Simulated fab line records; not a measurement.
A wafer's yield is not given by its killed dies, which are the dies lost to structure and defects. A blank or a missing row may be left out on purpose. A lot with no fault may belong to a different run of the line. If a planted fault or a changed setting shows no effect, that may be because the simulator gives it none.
fab line records	flow nand-harc	part 2 of 2: steps 22 to 31 of 31
record: lots: 5	wafers: 15	last-day: 33
route steps=1302 shown A_CHANNEL_HOLE_D2@603 A_CHANNEL_FILL_D2@610
lots that met no fault: from a run of the same line without faults
start-h: hours from the record's first day to the start of the lot's first wafer shown	wait-h: hours since the lot's step before	" identical to the entry in the row above	L1.1+2: a single row standing in for several wafers	- no value, or no start given	* or withheld: withheld	< > ~ a bound
route shown NAME@n: names a module that has steps shown in the file, with the first one's number in the route	usual: average and standard deviation across the fault-free wafers	same: alike in all rows	chamber/n: place in a boat	sites: each site's reading	_std_site: the standard deviation of these	_edge_site: the outer-site mean with the inner-site mean subtracted	radius-mm: how far each site lies from the wafer's centre	mask NAME#n: copy n	behind: the last tool/chamber to shape the wafer	hold: reason for holding the lot/hours on hold/outcome of the hold	device: whichever transistor did not switch (one of n, p or np)	end of line: the route-end tests of the same wafers	a step with no rows: only its recipe	killed: not the wafer's yield, but the dies lost to structure and defects at the first sort	map: a wafer's dies, marking killed ones x, the rest . and places with no die _
set.NAME: the setting as run; set.NAME@STEP: as run at that earlier step	model.NAME: the simulator's own value behind a step, which no gauge read
lots at selected steps of the route; one table per step, one row per wafer
services: a tool's chamber out of use, with start hour (start-h, from the record's first day; less than 0 if before it), hours out, and reason
== steps ==
step: NHARC_A_CHANNEL_FILL_D2_CVD_05
recipe: target-thk-a: 50	temp-c: 550	material: poly-Si
usual: zone-power-bottom-pct: 10.1/0.72
lot.wafer	tool	chamber	start-h	wait-h	zone-power-bottom-pct
L074.2	lpcvd-poly-03	0	332.70	2.4	11.3
L074.4	"	0	"	"	11.1
L074.6	"	0	"	"	11.2
L079.1	lpcvd-poly-04	0	363.07	2.2	10.6
L079.2	"	0	"	"	10.1
L079.4	"	0	"	"	10.3
L082.1	lpcvd-poly-02	0	412.24	2.3	8.9
L082.3	"	0	"	"	8.9
L082.4	"	0	"	"	8.9
L093.1	lpcvd-poly-02	0	515.42	2.3	9.0
L093.2	"	0	"	"	9.0
L093.5	"	0	"	"	9.0
L095.1	lpcvd-poly-04	0	543.58	4.0	10.3
L095.3	"	0	"	"	10.2
L095.6	"	0	"	"	10.1
step: NHARC_A_CHANNEL_FILL_D2_ANNEAL_22
recipe: temp-c: 620	time-s: 7200
usual: tube_center_temp_C_max: 621.60/0.28	zone-power-bottom-pct: 13.9/1.3
lot.wafer	tool	chamber	start-h	wait-h	tube_center_temp_C_max	zone-power-bottom-pct
L074.2	furnace-01	0	337.99	3.5	621.95	14.8
L074.4	"	0	"	"	621.14	14.8
L074.6	"	0	"	"	621.28	14.8
L079.1	furnace-03	0	368.33	3.4	621.43	13.8
L079.2	"	0	"	"	621.80	14.1
L079.4	"	0	"	"	621.48	14.2
L082.1	furnace-06	0	417.03	2.9	621.20	12.0
L082.3	"	0	"	"	621.43	11.5
L082.4	"	0	"	"	621.44	11.8
L093.1	furnace-01	0	520.74	3.5	621.84	14.6
L093.2	"	0	"	"	621.35	14.8
L093.5	"	0	"	"	621.19	15.2
L095.1	furnace-03	0	548.83	3.4	621.44	14.1
L095.3	"	0	"	"	621.25	14.2
L095.6	"	0	"	"	621.31	14.3
step: NHARC_A_CHANNEL_FILL_D2_THK_MEAS_06
recipe: thk-meas-gauge: ellipsometry
usual: thk-nm: 5.0/0.95
lot.wafer	tool	chamber	start-h	wait-h	thk-nm
L074.2	film-metro-02	-	341.99	0.4	5.8
L074.4	"	-	"	"	6.4
L074.6	"	-	"	"	5.1
L079.1	film-metro-02	-	372.35	0.4	4.7
L079.2	"	-	"	"	4.4
L079.4	"	-	"	"	5.1
L082.1	film-metro-01	-	421.04	0.4	4.9
L082.3	"	-	"	"	6.1
L082.4	"	-	"	"	4.9
L093.1	film-metro-02	-	524.72	0.4	3.8
L093.2	"	-	"	"	6.4
L093.5	"	-	"	"	5.3
L095.1	film-metro-02	-	552.82	0.4	5.7
L095.3	"	-	"	"	3.4
L095.6	"	-	"	"	3.1
step: NHARC_A_CHANNEL_FILL_D2_ALD_25
recipe: target-thk-a: 600	pulse-time-s: 10	ald-cycles: 600	temp-c: 300	material: SiOx
usual: heater-power-w: 475/38	precursor-pulse-height-rel: 0.995/0.021	susceptor-temp-C: 299.97/0.17
lot.wafer	tool	chamber	start-h	wait-h	heater-power-w	precursor-pulse-height-rel	susceptor-temp-C
L074.4	ald-hk-01	1	342.05	0.1	460	0.970	299.83
L074.2	"	3	343.30	1.3	514	1.015	300.02
L074.6	"	1	344.55	2.6	458	1.024	300.19
L079.1	ald-hk-04	2	373.33	1.0	527	0.996	300.11
L079.4	"	3	"	"	447	1.013	299.70
L079.2	"	0	"	"	448	0.993	299.93
L082.3	ald-hk-01	0	421.71	0.7	454	1.010	300.14
L082.1	"	1	"	"	464	1.028	300.12
L082.4	"	2	"	"	472	0.981	299.68
L093.1	ald-hk-04	1	524.77	0.1	520	0.975	300.00
L093.2	"	0	526.63	1.9	462	0.970	300.15
L093.5	"	1	"	"	509	0.981	299.96
L095.1	ald-hk-01	1	553.48	0.7	464	1.026	-
L095.3	"	3	554.69	1.9	512	1.005	-
L095.6	"	0	"	"	461	0.968	-
step: NHARC_A_CHANNEL_FILL_D2_ETCHBACK_08
recipe: target-depth-a: 2200	time-s: 110	c4f8-flow-sccm: 20	ar-flow-sccm: withheld	rf-w: 600	bias-w: 300	chemistry: C4F8
usual: oes-product-au: 0.95/0.034	rf-vpp-V: 440.9/2.6
lot.wafer	tool	chamber	start-h	wait-h	oes-product-au	rf-hours-counter-h	rf-vpp-V
L074.2	rie-diel-05	2	-	-	0.92	2.5	437.9
L074.4	"	0	"	"	0.93	2.6	442.0
L074.6	"	2	"	"	0.91	-	438.1
L079.2	rie-diel-05	2	-	-	1.00	3.2	438.5
L079.1	"	0	"	"	1.01	3.2	441.2
L079.4	"	1	"	"	1.00	3.4	440.7
L082.4	rie-diel-12	3	-	-	0.93	4.3	444.1
L082.1	"	1	"	"	0.93	5.2	439.0
L082.3	"	2	"	"	0.93	6.0	438.5
L093.1	rie-diel-12	3	-	-	0.93	2.2	442.7
L093.2	"	1	"	"	0.91	2.3	440.0
L093.5	"	3	"	"	0.93	-	443.1
L095.3	rie-diel-12	2	-	-	0.97	2.9	437.9
L095.1	"	0	"	"	0.98	3.2	437.9
L095.6	"	2	"	"	0.97	-	439.6
step: NHARC_A_CHANNEL_FILL_D2_STRIP_29
recipe: time-s: 20	o2-flow-sccm: 500	ar-flow-sccm: 0	bias-w: 0	chemistry: O2
usual: drypump-motor-current-A: 5.6/0.45	oes-product-au: 1.000/0.0094	rf-vpp-V: 57.7/0.79	showerhead-plenum-p-Torr: 3.52/0.14	throttle-valve-pct: 17.037/0.0084
lot.wafer	tool	chamber	start-h	wait-h	drypump-motor-current-A	oes-product-au	rf-hours-counter-h	rf-vpp-V	showerhead-plenum-p-Torr	throttle-valve-pct
L074.2	rie-diel-05	3	-	-	6.2	0.997	2.3	59.2	3.78	17.036
L074.4	"	0	"	"	5.0	1.012	2.7	58.7	3.59	17.045
L074.6	"	2	"	"	5.3	0.990	-	58.7	3.37	17.031
L079.2	rie-diel-05	0	-	-	5.0	1.008	3.2	56.5	3.59	17.057
L079.1	"	2	"	"	5.3	0.997	3.2	58.4	3.37	17.034
L079.4	"	3	"	"	6.2	1.003	3.0	57.7	3.78	17.032
L082.3	rie-diel-12	0	-	-	5.8	1.003	4.4	58.0	3.44	17.039
L082.4	"	1	"	"	5.3	0.992	5.2	58.2	3.51	17.035
L082.1	"	2	"	"	5.3	1.010	6.0	58.4	3.36	17.035
L093.1	rie-diel-12	1	-	-	5.3	0.994	2.3	57.6	3.51	17.037
L093.2	"	3	"	"	5.8	0.989	2.3	57.8	3.68	17.035
L093.5	"	1	"	"	5.3	0.995	-	59.5	3.51	17.026
L095.1	rie-diel-12	1	-	-	5.3	1.003	3.1	57.3	3.51	17.045
L095.3	"	2	"	"	5.3	0.989	2.9	55.6	3.36	17.032
L095.6	"	3	"	"	5.8	1.000	-	58.2	3.68	17.045
step: NHARC_A_CHANNEL_FILL_D2_PRECLEAN_30
recipe: time-s: 30	chemistry: dHF
lot.wafer	tool	chamber	start-h	wait-h
L074.6+2+4	wet-bench-01	1,4,5	347.91	-
L079.1+2+4	wet-bench-05	4,6,1	378.53	-
L082.4+3+1	wet-bench-01	2,5,7	426.90	-
L093.1+5+2	wet-bench-01	3,7,0	530.60	-
L095.1+3+6	wet-bench-01	1,2,3	558.62	-
step: NHARC_A_CHANNEL_FILL_D2_SRD_31
lot.wafer	tool	chamber	start-h	wait-h
L074.6+2+4	wet-bench-01	1,4,5	347.94	0.0
L079.1+2+4	wet-bench-05	4,6,1	378.58	0.0
L082.4+3+1	wet-bench-01	2,5,7	426.92	0.0
L093.1+5+2	wet-bench-01	3,7,0	530.63	0.0
L095.1+3+6	wet-bench-01	1,2,3	558.63	0.0
step: NHARC_A_CHANNEL_FILL_D2_CVD_09
recipe: target-thk-a: 1500	temp-c: 620	pressure-mtorr: 200	time-s: 3000	material: poly-Si
usual: zone-power-bottom-pct: 12.5/1.1
lot.wafer	tool	chamber	start-h	wait-h	zone-power-bottom-pct
L074.2	lpcvd-poly-03	0	350.34	2.4	13.8
L074.4	"	0	"	"	13.5
L074.6	"	0	"	"	13.7
L079.1	lpcvd-poly-04	0	380.53	1.9	12.8
L079.2	"	0	"	"	12.8
L079.4	"	0	"	"	12.6
L082.1	lpcvd-poly-04	0	429.20	2.3	12.7
L082.3	"	0	"	"	12.6
L082.4	"	0	"	"	12.8
L093.1	lpcvd-poly-03	0	533.06	2.4	13.9
L093.2	"	0	"	"	13.9
L093.5	"	0	"	"	14.1
L095.1	lpcvd-poly-04	0	560.89	2.3	12.9
L095.3	"	0	"	"	12.5
L095.6	"	0	"	"	12.6
step: NHARC_A_CHANNEL_FILL_D2_CMP_10
recipe: target-thk-nm: 150
usual: motor-current-A: 12.6/1.7	time-to-endpoint-s: 15.6/2.5
lot.wafer	tool	chamber	start-h	wait-h	motor-current-A	time-to-endpoint-s
L074.4	cmp-04	3	353.60	0.4	12.1	13.3
L074.2	"	1	"	"	13.7	13.7
L074.6	"	2	"	"	11.9	16.3
L079.2	cmp-04	0	383.71	0.4	12.4	15.6
L079.4	"	1	"	"	14.1	15.9
L079.1	"	2	"	"	11.6	13.5
L082.4	cmp-04	2	432.42	0.4	12.0	16.8
L082.1	"	3	"	"	11.6	15.7
L082.3	"	0	"	"	12.6	16.8
L093.1	cmp-02	3	536.24	0.4	9.2	13.9
L093.2	"	2	"	"	16.4	11.0
L093.5	"	3	"	"	9.7	13.3
L095.3	cmp-01	0	564.09	0.4	12.5	17.4
L095.1	"	2	"	"	10.9	17.3
L095.6	"	0	"	"	11.6	19.1
== services ==
tool	chamber	start-h	hours	kind
rie-diel-07	-	294.20	9.0	pm
ald-hk-01	-	296.00	10.0	pm
wet-bench-05	-	316.50	8.0	pm
rie-diel-12	1	324.50	12.4	repair
rie-diel-07	3	334.62	1.2	repair
rie-diel-12	-	339.68	0.1	repair
wet-bench-09	-	352.80	8.0	pm
wet-bench-01	-	357.05	1.9	repair
ald-hk-01	-	371.88	1.0	repair
rie-diel-12	3	395.09	30.6	repair
rie-diel-12	0	398.07	16.8	repair
rie-diel-05	1	399.25	2.2	repair
rie-diel-12	-	400.19	2.7	repair
wet-bench-04	-	403.20	8.0	pm
rie-diel-05	-	406.69	9.0	pm
ald-hk-04	-	439.43	10.0	pm
rie-diel-12	-	445.40	9.0	pm
rie-diel-07	1	446.97	3.8	repair
wet-bench-01	-	453.60	8.0	pm
rie-diel-07	-	471.20	9.0	pm
ald-hk-01	-	474.00	10.0	pm
rie-diel-05	1	497.84	1.8	repair
ald-hk-01	-	522.05	0.8	repair
wet-bench-09	-	528.80	8.0	pm
